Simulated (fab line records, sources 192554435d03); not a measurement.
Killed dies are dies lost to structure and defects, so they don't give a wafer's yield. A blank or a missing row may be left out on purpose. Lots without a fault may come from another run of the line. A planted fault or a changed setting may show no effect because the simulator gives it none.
fab line records | flow n5_finfet
record lots=15 wafers=41 last_day=17
route steps=1938 shown STI_FIN_REVEAL@188 DUMMY_GATE@230
lots that met no fault: from a run of the same line without faults
start_h: hours from the record's first day to the start of the lot's first wafer shown | wait_h: hours since the lot's step before | " the same as in the row above | L1.1+2: a row that stands for several wafers | - no value, or no start given | * or withheld: withheld | < > ~ a bound
route shown NAME@n: a module of which the file shows steps, and the number in the route of the first | usual: mean/standard deviation of fault-free wafers | same: alike in all rows | chamber/n: place in a boat | sites: the reading at each site | _std_site: their standard deviation | _edge_site: outer sites' mean less inner sites' | radius_mm: how far each site lies from the wafer's centre | mask NAME#n: copy n | behind: the tool/chamber that last shaped the wafer | hold: why the lot was held/for how many hours/how that ended | device: the transistor (n, p or np) that didn't switch | end of line: the same wafers' tests at the end of the route | a step without rows: its recipe alone | killed: dies lost to structure and defects at the first sort, not the wafer's yield | map: a wafer's dies, x killed, . not, _ none there
set.NAME: the setting as run; set.NAME@STEP: as run at that earlier step | model.NAME: the simulator's own value behind a step, which no gauge read
steps of the route over a sample of lots; a table a step, a row a wafer
services: from which hour (start_h, from the record's first day; less than 0 if before it) a tool's chamber was out of use, for how many hours, and why
## steps
# step N5_STI_FIN_REVEAL_THK_MEAS_05
# usual thk_nm=131.9/1.4
# columns lot.wafer tool chamber start_h wait_h thk_nm
L492.1 film_metro-01 - 33.66 - 132.4
L492.3 " - " " 132.8
L492.5 " - " " 131.1
L493.2 film_metro-02 - 39.41 - 133.2
L493.6 " - " " 131.1
L494.2 film_metro-02 - 47.77 - 132.9
L494.4 " - " " 130.7
L495.2 film_metro-02 - 54.67 - 132.7
L495.3 " - " " 131.2
L496.1 film_metro-01 - 59.47 - 131.8
L496.4 " - " " 132.9
L496.6 " - " " 133.9
L497.1 film_metro-01 - 63.61 - 129.4
L497.2 " - " " 131.5
L497.3 " - " " 131.8
L498.1 film_metro-01 - 69.00 - 133.7
L498.5 " - " " 133.3
L498.6 " - " " 133.4
L499.1 film_metro-02 - 76.43 - 133.3
L499.5 " - " " 133.6
L503.1 film_metro-01 - 103.79 - 132.0
L503.2 " - " " 129.8
L503.6 " - " " 130.2
L505.1 film_metro-02 - 113.83 - 132.6
L505.2 " - " " 130.4
L505.3 " - " " 130.4
L509.1 film_metro-02 - 135.84 - 131.1
L509.2 " - " " 130.7
L509.6 " - " " 131.7
L510.1 film_metro-02 - 141.68 - 130.1
L510.2 " - " " 131.2
L510.3 " - " " 131.9
L511.1 film_metro-02 - 149.49 - 134.3
L511.2 " - " " 133.8
L511.3 " - " " 131.3
L514.2 film_metro-01 - 167.11 - 131.4
L514.3 " - " " 131.0
L514.6 " - " " 133.2
L515.1 film_metro-02 - 170.91 - 134.0
L515.3 " - " " 129.2
L515.6 " - " " 133.0
# step N5_STI_FIN_REVEAL_CD_MEAS_22
# recipe target_cd_nm=6.238 pitch_nm=28 polarity=line
# usual cd_nm=6.30/0.28
# columns lot.wafer tool chamber start_h wait_h cd_nm
L492.1 cd_sem-02 - 36.88 0.0 6.45
L492.3 " - " " 5.90
L492.5 " - " " 6.01
L493.2 cd_sem-02 - 42.65 0.0 6.06
L493.6 " - " " 6.11
L494.2 cd_sem-02 - 51.12 0.0 6.42
L494.4 " - " " 6.30
L495.2 cd_sem-01 - 57.89 0.0 6.30
L495.3 " - " " 6.66
L496.1 cd_sem-03 - 62.79 0.0 5.96
L496.4 " - " " 6.24
L496.6 " - " " 6.09
L497.1 cd_sem-03 - 66.89 0.0 5.94
L497.2 " - " " 6.57
L497.3 " - " " 6.22
L498.1 cd_sem-03 - 72.32 0.0 6.24
L498.5 " - " " 5.97
L498.6 " - " " 6.10
L499.1 cd_sem-03 - 79.75 0.0 6.14
L499.5 " - " " 6.66
L503.1 cd_sem-01 - 106.97 0.0 6.26
L503.2 " - " " 6.45
L503.6 " - " " 6.05
L505.1 cd_sem-03 - 117.08 0.0 6.39
L505.2 " - " " 6.79
L505.3 " - " " 6.67
L509.1 cd_sem-02 - 139.22 0.0 6.26
L509.2 " - " " 5.94
L509.6 " - " " 6.01
L510.1 cd_sem-03 - 144.89 0.0 6.80
L510.2 " - " " 5.88
L510.3 " - " " 6.30
L511.1 cd_sem-01 - 152.75 0.0 6.12
L511.2 " - " " 6.26
L511.3 " - " " 6.23
L514.2 cd_sem-01 - 170.29 0.0 6.39
L514.3 " - " " 5.85
L514.6 " - " " 6.70
L515.1 cd_sem-02 - 174.21 0.0 6.46
L515.3 " - " " 6.16
L515.6 " - " " 6.52
# step N5_DUMMY_GATE_DEVELOP_14
# recipe develop_time_s=30 developer=TMAH resist=CAR-EUV rinse_liquid=surfactant_rinse dry=air_spin dev_temp_c=23
# usual chill_plate_temp_C=23.03/0.1 develop_time_s=30/0 developer_temp_C=23.00/0.098
# columns lot.wafer tool chamber start_h wait_h chill_plate_temp_C develop_time_s developer_temp_C
L492.1 litho_track-02 0 45.62 - 23.19 30 23.09
L492.3 " 0 " " 23.05 30 23.02
L492.5 " 0 " " 22.99 30 23.00
L493.2 litho_track-04 0 54.94 - 22.98 30 23.09
L493.6 " 0 " " 23.08 30 23.01
L494.2 litho_track-02 0 61.50 - 22.93 30 22.86
L494.4 " 0 " " 23.05 30 22.99
L495.2 litho_track-04 0 66.71 - 22.99 30 23.23
L495.3 " 0 " " 23.12 30 23.10
L496.1 litho_track-04 0 71.43 - 23.28 30 23.05
L496.4 " 0 " " 23.07 30 23.09
L496.6 " 0 " " 23.18 30 23.02
L497.1 litho_track-03 0 75.43 - 22.99 30 22.90
L497.2 " 0 " " 22.94 30 23.00
L497.3 " 0 " " 23.06 30 23.05
L498.1 litho_track-02 0 82.16 - 23.14 30 22.85
L498.5 " 0 " " 23.15 30 22.90
L498.6 " 0 " " 23.15 30 22.91
L499.1 litho_track-03 0 88.28 - 23.16 30 23.03
L499.5 " 0 " " 23.09 30 23.07
L503.1 litho_track-03 0 115.51 - 23.12 30 23.02
L503.2 " 0 " " 23.02 30 22.86
L503.6 " 0 " " 22.99 30 22.93
L505.1 litho_track-03 0 125.64 - 22.98 30 22.95
L505.2 " 0 " " 22.96 30 22.88
L505.3 " 0 " " 22.80 30 22.93
L509.1 litho_track-02 - 147.76 - - - -
L509.2 " - " " - - -
L509.6 " - " " - - -
L510.1 litho_track-02 - 154.48 - - - -
L510.2 " - " " - - -
L510.3 " - " " - - -
L511.1 litho_track-03 - 164.35 - - - -
L511.2 " - " " - - -
L511.3 " - " " - - -
L514.2 litho_track-03 0 179.70 - 23.06 30 22.98
L514.3 " 0 " " 23.03 30 23.04
L514.6 " 0 " " 22.97 30 23.01
L515.1 litho_track-03 0 182.89 - 23.11 30 22.97
L515.3 " 0 " " 23.01 30 22.94
L515.6 " 0 " " 23.11 30 23.01
# step N5_DUMMY_GATE_ETCH_31
# recipe chemistry=C4F6/O2 target=SiO2 mask_material=SOC target_depth_a=825 time_s=27.5 ion_energy_ev=250 pressure_mtorr=30 source_w=345 bias_w=185 Ar_flow_sccm=300 C4F6_flow_sccm=10 O2_flow_sccm=10
# usual drypump_motor_current_A=5.8/0.36 oes_o_777_au=0.77/0.056 oes_product_au=0.75/0.053 rf_vpp_V=668/23 showerhead_plenum_p_Torr=2.83/0.085 throttle_valve_pct=21.23/0.27
# columns lot.wafer tool chamber start_h wait_h drypump_motor_current_A oes_o_777_au oes_product_au rf_hours_counter_h rf_vpp_V showerhead_plenum_p_Torr throttle_valve_pct
L492.1 rie_diel-02 3 46.47 0.2 5.4 0.87 0.85 45 672 2.89 20.73
L492.3 " 2 " " 5.2 0.77 0.74 153 673 2.83 21.22
L492.5 " 3 " " 5.3 0.88 0.86 - 672 2.89 20.71
L493.2 rie_diel-03 1 55.74 0.0 6.2 0.77 0.78 130 672 2.97 21.52
L493.6 " 2 " " 6.0 0.77 0.72 - 657 2.69 21.40
L494.2 rie_diel-01 3 62.12 0.0 5.4 0.72 0.74 133 675 2.87 21.23
L494.4 " 3 " " 5.4 0.73 0.75 - 674 2.87 21.24
L495.2 rie_diel-03 0 67.40 0.1 5.7 0.74 0.76 150 701 2.94 21.04
L495.3 " 1 " " 6.3 0.77 0.79 134 672 2.97 21.52
L496.1 rie_diel-02 3 72.09 0.1 5.4 0.85 0.85 54 669 2.89 20.73
L496.4 " 2 " " 5.2 0.77 0.73 161 672 2.83 21.24
L496.6 " 2 " " 5.1 0.78 0.72 - 670 2.83 21.23
L497.1 rie_diel-01 2 76.04 0.0 6.3 0.79 0.80 123 696 2.72 20.95
L497.2 " 0 " " 5.6 0.76 0.72 207 690 2.81 20.99
L497.3 " 3 " " 5.4 0.72 0.74 139 675 2.87 21.25
L498.1 rie_diel-01 0 82.91 0.0 5.7 0.75 0.72 209 689 2.81 21.00
L498.5 " 3 " " 5.4 0.71 0.75 - 674 2.87 21.25
L498.6 " 0 " " 5.7 0.76 0.73 - 688 2.81 21.02
L499.1 rie_diel-01 3 88.90 0.0 5.4 0.71 0.74 143 676 2.87 21.27
L499.5 " 3 " " 5.4 0.72 0.73 - 676 2.87 21.25
L503.1 rie_diel-01 3 116.60 0.0 5.4 0.71 0.73 152 675 2.86 21.26
L503.2 " 0 " " 5.7 0.74 0.71 220 688 2.81 20.99
L503.6 " 1 " " 5.5 0.77 0.75 - 638 2.88 21.54
L505.1 rie_diel-02 1 126.26 0.0 5.8 1.00 0.98 5 676 2.80 20.92
L505.2 " 2 " " 5.1 0.75 0.71 180 671 2.82 21.27
L505.3 " 0 " " 6.3 0.71 0.73 182 636 2.86 21.70
L509.1 rie_diel-02 0 148.50 0.2 6.3 0.71 0.72 189 635 2.86 21.73
L509.2 " 2 " " 5.1 0.75 0.71 187 672 2.81 21.27
L509.6 " 2 " " 5.2 0.75 0.70 - 670 2.82 21.28
L510.1 rie_diel-02 3 155.09 0.0 5.3 0.83 0.80 82 670 2.88 20.77
L510.2 " 2 " " 5.1 0.76 0.70 189 670 2.81 21.27
L510.3 " 1 " " 5.8 0.98 0.95 14 676 2.80 20.92
L511.1 rie_diel-01 1 164.97 0.0 5.5 0.76 0.74 183 639 2.88 21.56
L511.2 " 3 " " 5.4 0.70 0.71 166 673 2.86 21.28
L511.3 " 2 " " 6.3 0.77 0.77 146 696 2.71 20.96
L514.2 rie_diel-03 0 180.31 0.0 5.7 0.72 0.72 184 700 2.92 21.10
L514.3 " 2 " " 6.0 0.74 0.69 250 655 2.67 21.41
L514.6 " 2 " " 6.0 0.74 0.69 - 657 2.67 21.42
L515.1 rie_diel-03 0 183.57 0.0 5.7 0.72 0.72 185 700 2.92 21.11
L515.3 " 1 " " 6.2 0.74 0.75 169 673 2.96 21.56
L515.6 " 1 " " 6.2 0.74 0.75 - 672 2.96 21.56
## services
# columns tool chamber start_h hours kind
rie_diel-01 0 35.44 40.3 repair
rie_diel-01 3 44.23 9.5 repair
rie_diel-01 2 53.35 6.5 repair
rie_diel-02 1 78.97 - clean
rie_diel-02 1 78.97 - consumable_replace:focus_ring
rie_diel-02 1 78.97 27.7 scheduled_down
rie_diel-02 1 78.97 27.7 vent_cycle
rie_diel-01 2 96.68 7.6 repair
rie_diel-01 0 137.19 2.4 repair
rie_diel-01 3 176.74 8.3 repair
rie_diel-03 2 181.29 - clean
rie_diel-03 2 181.29 - consumable_replace:focus_ring
rie_diel-03 2 181.29 - consumable_replace:showerhead
rie_diel-03 2 181.29 19.7 scheduled_down
rie_diel-03 2 181.29 19.7 vent_cycle
## key
first_sign step=N5_DUMMY_GATE_DEVELOP_14 reading=tool_record direction=missing
effect none on later readings
met_at N5_DUMMY_GATE_DEVELOP_14
struck_lots L509,L510,L511
later_rows_left_out L509.1,L509.2,L509.6,L510.1,L510.2,L510.3,L511.1,L511.2,L511.3
sort_left_out L509.1,L509.2,L509.6,L510.1,L510.2,L510.3,L511.1,L511.2,L511.3
not_acting_at N5_STI_FIN_REVEAL_THK_MEAS_05,N5_STI_FIN_REVEAL_CD_MEAS_22,N5_DUMMY_GATE_ETCH_31
onset_between 125.64 147.76
fault kind=skipped_step_whole tool=litho_track-02,litho_track-03 chamber=- onset_h=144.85 steps=N5_DUMMY_GATE_DEVELOP_14 scope=struck_lots_only
# sort_left_out: the simulated sort isn't trusted on such a fault, so these wafers' sort isn't shown, and their yield isn't known
# later_rows_left_out: the simulator's readings of these wafers behind a module that went badly wrong aren't trusted and aren't shown, but for the sort
